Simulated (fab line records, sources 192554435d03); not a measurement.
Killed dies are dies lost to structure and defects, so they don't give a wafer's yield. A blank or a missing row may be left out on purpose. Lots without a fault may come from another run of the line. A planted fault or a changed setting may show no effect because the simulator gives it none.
Split-lot experiment | flow n5_finfet | 7 lots, 21 wafers read, on a route of 1938 steps

THE SPLIT
At N5_BEOL_M2_TRENCH_ETCH_37 (etches SiOC in C4F6/O2, target depth 55.555 nm, time 29.2 s), the setting bias_w was moved away from the recipe's 185 W on 7 of the 21 wafers read, by -16.8% to +13.6%. The other wafers ran this setting at the recipe's value.

The reading is taken at the split's own step.

THE READING
rf_vpp_V, in V, at N5_BEOL_M2_TRENCH_ETCH_37 (etches SiOC in C4F6/O2, target depth 55.555 nm, time 29.2 s). Fault-free wafers of this fab line usually give 659 V, standard deviation 11 V.

wafer  | tool, chamber at the split | bias_w as run, W | against the recipe | rf_vpp_V, V | against lot-mates on the recipe
L075.1 | rie_diel-05, 0             | 185              | recipe             | 651         | -
L075.5 | rie_diel-05, 2             | 185              | recipe             | 679         | -
L075.6 | rie_diel-05, 1             | 185              | recipe             | 671         | -
L076.1 | rie_diel-02, 0             | 159.5            | -13.8%             | 592         | -82
L076.3 | rie_diel-02, 3             | 185              | recipe             | 674         | -
L076.6 | rie_diel-02, 1             | 159.5            | -13.8%             | 584         | -90
L078.4 | rie_diel-02, 3             | 185              | recipe             | 675         | -
L078.5 | rie_diel-02, 2             | 185              | recipe             | 643         | -
L078.6 | rie_diel-02, 3             | 209.1            | +13.0%             | 742         | +83
L081.2 | rie_diel-02, 0             | 185              | recipe             | 666         | -
L081.4 | rie_diel-02, 1             | 185              | recipe             | 656         | -
L081.5 | rie_diel-02, 1             | 185              | recipe             | 657         | -
L085.1 | rie_diel-02, 1             | 185              | recipe             | 657         | -
L085.3 | rie_diel-02, 2             | 185              | recipe             | 644         | -
L085.5 | rie_diel-02, 2             | 154              | -16.8%             | 555         | -96
L090.1 | rie_diel-02, 2             | 185              | recipe             | 641         | -
L090.4 | rie_diel-02, 1             | 197              | +6.5%              | 691         | +50
L090.5 | rie_diel-02, 1             | 197              | +6.5%              | 690         | +49
L095.1 | rie_diel-05, 3             | 210.1            | +13.6%             | 731         | +56
L095.2 | rie_diel-05, 2             | 185              | recipe             | 680         | -
L095.3 | rie_diel-05, 1             | 185              | recipe             | 671         | -

THE FIT
A straight line over all 21 wafers: rf_vpp_V changes by +5.62 V for each +1% of bias_w; r = +0.96; the points scatter about the line by 12 V.
The same after taking each lot's own level away (the mean of its wafers on the recipe; 21 wafers): +5.87 V for each +1%; r = +0.97; scatter 10 V.
On that fit, the largest move of bias_w shifts the reading by 98 V.
The lots' own levels span 641.0 to 675.5 V, that is 3.1 times the standard deviation above.
So the lot-to-lot level changes the slope little: the two slopes agree.
Check: with one of the wafers moved furthest among these (-16.8%) left out of the fit, the line predicts -99.7 V for it against its lot-mates. It came out at -95.5 V against them.
Tool readings at the split's step, against how far the setting was moved: rf_vpp_V r = +0.96.

OTHER SPLITS ON THESE WAFERS
These wafers also went through other splits before the reading. Each is held against what the fit with the lots' levels taken away leaves over:
other split on the same wafers    | wafers away from the commonest value | r with rf_vpp_V (lot level and that fit taken away)
N5_GATE_CUT_COAT_07 spin_rpm      | 3                                    | +0.40
N5_MOL_CONTACT_COAG_ALD_27 time_s | 7                                    | -0.17
N5_BEOL_M0_SAQP_ETCH_107 bias_w   | 3                                    | -0.08
N5_BEOL_M0_CUTY_COAT_51 spin_rpm  | 9                                    | -0.18
N5_BEOL_M0_CUTY_DESCUM_61 time_s  | 9                                    | -0.19
N5_BEOL_M1_TRENCH_ETCH_37 bias_w  | 10                                   | +0.35

THE FILE'S OWN FIT
rf_vpp_V changes by +5.67 V for each +1% of bias_w, r = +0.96.
